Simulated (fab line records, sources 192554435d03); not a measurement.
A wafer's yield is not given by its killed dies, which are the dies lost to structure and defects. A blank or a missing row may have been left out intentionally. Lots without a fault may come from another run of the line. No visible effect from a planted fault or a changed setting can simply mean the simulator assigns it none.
The tool behind it: which one? ; flow n5_finfet ; Sampling: 11 lots, 33 wafers, 5 of 1938 route steps

## WHAT THE GAUGES READ, wafer by wafer
N5_BEOL_M0_SAQP_CD_MEAS_14: target cd 42.5 nm. Usual: cd_nm 42.6 nm, standard deviation 0.31.
lot;measured;on;cd_nm (nm);flag
L549;day 5 11:43;cd_sem-03;42.1 42.0 41.9;
L551;day 6 02:04;cd_sem-02;42.5 43.0 42.4;
L552;day 6 04:09;cd_sem-02;42.1 42.2 42.2;
L553;day 6 12:25;cd_sem-01;42.6 42.6 42.6;
L556;day 7 04:25;cd_sem-01;42.5 42.3 42.3;
L557;day 7 10:01;cd_sem-01;43.3 43.1 43.2;
L561;day 8 11:15;cd_sem-02;42.8 42.4 42.6;
L563;day 9 00:08;cd_sem-03;42.8 42.7 42.7;
L564;day 9 11:39;cd_sem-02;42.7 42.9 42.8;
L571;day 11 04:06;cd_sem-03;42.1 42.7 42.7;
L572;day 11 05:02;cd_sem-03;42.7 42.3 42.4;

N5_BEOL_M0_SAQP_INSPECT_16: inspects for defects (brightfield). Usual: raw_defect_count 554, standard deviation 150.
lot;measured;on;raw_defect_count;flag
L549;day 5 11:46;defect_inspect-01;655 471 469;
L551;day 6 02:07;defect_inspect-01;366 434 337;
L552;day 6 04:12;defect_inspect-01;459 512 381;
L553;day 6 12:28;defect_inspect-02;493 537 531;
L556;day 7 04:28;defect_inspect-01;559 521 513;
L557;day 7 10:04;defect_inspect-02;666 664 695;
L561;day 8 11:19;defect_inspect-02;440 388 378;
L563;day 9 00:11;defect_inspect-02;459 685 639;
L564;day 9 11:43;defect_inspect-02;412 458 424;
L571;day 11 04:10;defect_inspect-01;580 845 588;
L572;day 11 05:05;defect_inspect-01;571 552 473;

N5_BEOL_M4_RC_MEAS_101. Usual: DIBL_N 36.4 mV/V, standard deviation 1.5; DIBL_P 36.4 mV/V, standard deviation 1.6; IOFF_N 0.164 nA/um, standard deviation 0.025; IOFF_P 0.214 nA/um, standard deviation 0.028; ION_N 675 uA/um, standard deviation 9.9; ION_P 463 uA/um, standard deviation 6.5; SS_N 71.5 mV/dec, standard deviation 0.5; SS_P 73.3 mV/dec, standard deviation 0.56; VT_N 249.2 mV, standard deviation 2.7; VT_P -250.1 mV, standard deviation 2.8.
lot;measured;on;DIBL_N (mV/V);DIBL_P (mV/V);IOFF_N (nA/um);IOFF_P (nA/um);ION_N (uA/um);ION_P (uA/um);SS_N (mV/dec);SS_P (mV/dec);VT_N (mV);VT_P (mV);flag
L549;day 7 20:11;prober-02;36.5 37.0 37.2;35.4 36.7 36.3;0.134 0.155 0.149;0.171 0.186 0.185;664 688 660;453 458 451;71.2 70.7 70.8;73.7 73.7 73.2;250.4 248.1 251.0;-256.0 -253.7 -256.5;
L551;day 8 12:26;prober-02;35.8 36.0 35.8;37.5 37.2 36.9;0.165 0.168 0.166;0.224 0.219 0.208;677 682 687;471 467 467;71.8 71.8 70.9;73.8 73.6 73.2;249.6 247.4 248.3;-249.5 -249.8 -250.5;
L552;day 8 15:07;prober-01;36.4 34.1 35.7;36.9 34.1 35.4;0.153 0.111 0.134;0.173 0.145 0.160;671 657 656;455 440 447;71.8 70.8 71.7;73.3 72.7 73.6;248.6 256.2 252.8;-253.4 -257.7 -254.4;
L553;day 8 21:29;prober-01;35.8 35.2 34.1;35.7 34.7 34.3;0.163 0.154 0.136;0.214 0.195 0.186;678 676 664;462 460 460;70.9 71.1 70.7;73.4 73.3 72.3;250.3 250.3 253.4;-252.0 -250.5 -251.6;
L556;day 9 22:43;prober-01;38.0 39.0 38.1;38.1 39.0 37.9;0.188 0.219 0.191;0.232 0.242 0.228;679 694 688;458 469 466;71.8 72.1 71.2;73.6 73.2 74.3;246.1 242.9 244.9;-248.4 -249.2 -249.0;
L557;day 9 21:47;prober-01;35.3 35.9 35.8;38.5 37.9 37.8;0.150 0.158 0.153;0.253 0.246 0.246;665 671 669;468 469 462;71.6 71.8 71.8;73.5 74.0 73.8;251.1 251.9 252.0;-244.9 -246.6 -245.0;
L561;day 11 01:11;prober-01;35.4 33.9 36.6;35.4 34.3 37.4;0.137 0.121 0.166;0.176 0.169 0.209;668 661 668;456 455 452;70.9 70.4 71.3;72.5 73.0 73.3;254.7 255.1 247.1;-254.9 -252.1 -252.9;
L563;day 11 03:19;prober-01;37.4 37.2 37.9;38.4 38.6 38.8;0.186 0.181 0.203;0.244 0.239 0.244;676 677 679;466 464 458;71.7 71.7 72.0;73.3 73.4 73.5;248.0 249.7 248.6;-251.3 -250.6 -246.8;
L564;day 12 00:56;prober-02;35.4 35.3 36.4;33.4 34.4 35.1;0.136 0.144 0.163;0.170 0.180 0.200;675 672 685;462 458 472;71.7 71.2 71.6;72.2 72.3 72.8;252.1 252.8 251.1;-252.7 -253.9 -253.5;
L571;day 13 16:01;prober-02;35.5 36.0 36.3;35.8 36.8 36.5;0.140 0.158 0.155;0.200 0.221 0.216;660 670 665;457 465 464;71.3 72.0 71.7;72.4 73.2 72.3;250.5 249.4 251.5;-249.5 -250.0 -250.7;
L572;day 13 15:23;prober-02;37.4 36.6 37.8;37.1 36.1 36.8;0.184 0.164 0.174;0.225 0.212 0.218;675 674 678;464 457 459;71.4 71.6 71.2;73.8 73.7 74.1;246.9 251.0 249.6;-250.5 -251.4 -249.9;

## WHICH TOOL RAN EACH LOT (tool, then ch and the chambers of the sampled wafers, then the start)
lot;N5_BEOL_M0_SAQP_HM_DEP_02;N5_BEOL_M0_SAQP_COAT_81
L549;pvd_sputter-01, day 5 11:02;litho_track-05 ch 0, day 5 11:28
L551;pvd_sputter-01, day 6 01:22;litho_track-05 ch 0, day 6 01:49
L552;pvd_sputter-03, day 6 03:28;litho_track-04 ch 0, day 6 03:54
L553;pvd_sputter-02, day 6 11:43;litho_track-03 ch 0, day 6 12:10
L556;pvd_sputter-01, day 7 03:36;litho_track-05 ch 0, day 7 04:02
L557;pvd_sputter-02, day 7 09:11;litho_track-03 ch 0, day 7 09:38
L561;pvd_sputter-02, day 8 10:26;litho_track-05 ch 0, day 8 10:53
L563;pvd_sputter-02, day 8 23:18;litho_track-05 ch 0, day 8 23:46
L564;pvd_sputter-03, day 9 10:50;litho_track-03 ch 0, day 9 11:17
L571;pvd_sputter-01, day 11 03:25;litho_track-04 ch 0, day 11 03:52
L572;pvd_sputter-03, day 11 04:13;litho_track-04 ch 0, day 11 04:40
- N5_BEOL_M0_SAQP_HM_DEP_02: deposits TiN, target thk 12 nm.
- N5_BEOL_M0_SAQP_COAT_81: time 60 s, resist thk 100 nm.

## WHAT THE TOOLS THEMSELVES READ (means of the sampled wafers that have a number; where no wafer has one, the mark that the record gives instead)
N5_BEOL_M0_SAQP_HM_DEP_02. Usual: substrate_temp_c 25.01 C, standard deviation 0.1; throttle_valve_pct 29.5 %, standard deviation 0.84.
lot;tool;substrate_temp_c (C);throttle_valve_pct (%);flag
L549;pvd_sputter-01;25.01;28.6;
L551;pvd_sputter-01;25.00;29.4;
L552;pvd_sputter-03;24.93;29.8;
L553;pvd_sputter-02;24.89;29.6;
L556;pvd_sputter-01;25.07;29.9;
L557;pvd_sputter-02;25.06;29.3;
L561;pvd_sputter-02;25.00;29.5;
L563;pvd_sputter-02;25.06;29.7;
L564;pvd_sputter-03;25.14;29.9;
L571;pvd_sputter-01;24.95;29.5;
L572;pvd_sputter-03;25.07;29.9;

N5_BEOL_M0_SAQP_COAT_81. Usual: spin_speed_rpm 1500.1 rpm, standard deviation 0.92.
lot;tool;spin_speed_rpm (rpm);flag
L549;litho_track-05;1499.8;
L551;litho_track-05;1499.7;
L552;litho_track-04;1500.6;
L553;litho_track-03;1500.8;
L556;litho_track-05;1499.7;
L557;litho_track-03;1500.0;
L561;litho_track-05;1580.1;OFF
L563;litho_track-05;1578.9;OFF
L564;litho_track-03;1500.4;
L571;litho_track-04;1499.8;
L572;litho_track-04;1500.2;

## THE ANSWER, worked out from the rows above alone
Rule: a lot counts as off when the mean over its wafers that have a number is more than 3 standard deviations away from the usual mean. Also off: a lot with no number at a reading for which 4 or more lots have one. Where the step has rows for the other lots, those lots are counted as sound. The gauges are gone through in route order, then the tools' own readings, and for those a lot's mean is taken as printed above. The first step at which some lot is off is used, and at that step the reading that is off furthest; a lot without a number counts as furthest.
Off: L561, L563 (N5_BEOL_M0_SAQP_COAT_81, spin_speed_rpm).
If a tool, at that step or one of the process steps before it, ran each lot that is off and ran no sound lot following the first of them, it fits. Undecided on this evidence; 2 tools fit (pvd_sputter-02 at N5_BEOL_M0_SAQP_HM_DEP_02, litho_track-05 at N5_BEOL_M0_SAQP_COAT_81).

## WHAT THE SIMULATOR HAD INSERTED
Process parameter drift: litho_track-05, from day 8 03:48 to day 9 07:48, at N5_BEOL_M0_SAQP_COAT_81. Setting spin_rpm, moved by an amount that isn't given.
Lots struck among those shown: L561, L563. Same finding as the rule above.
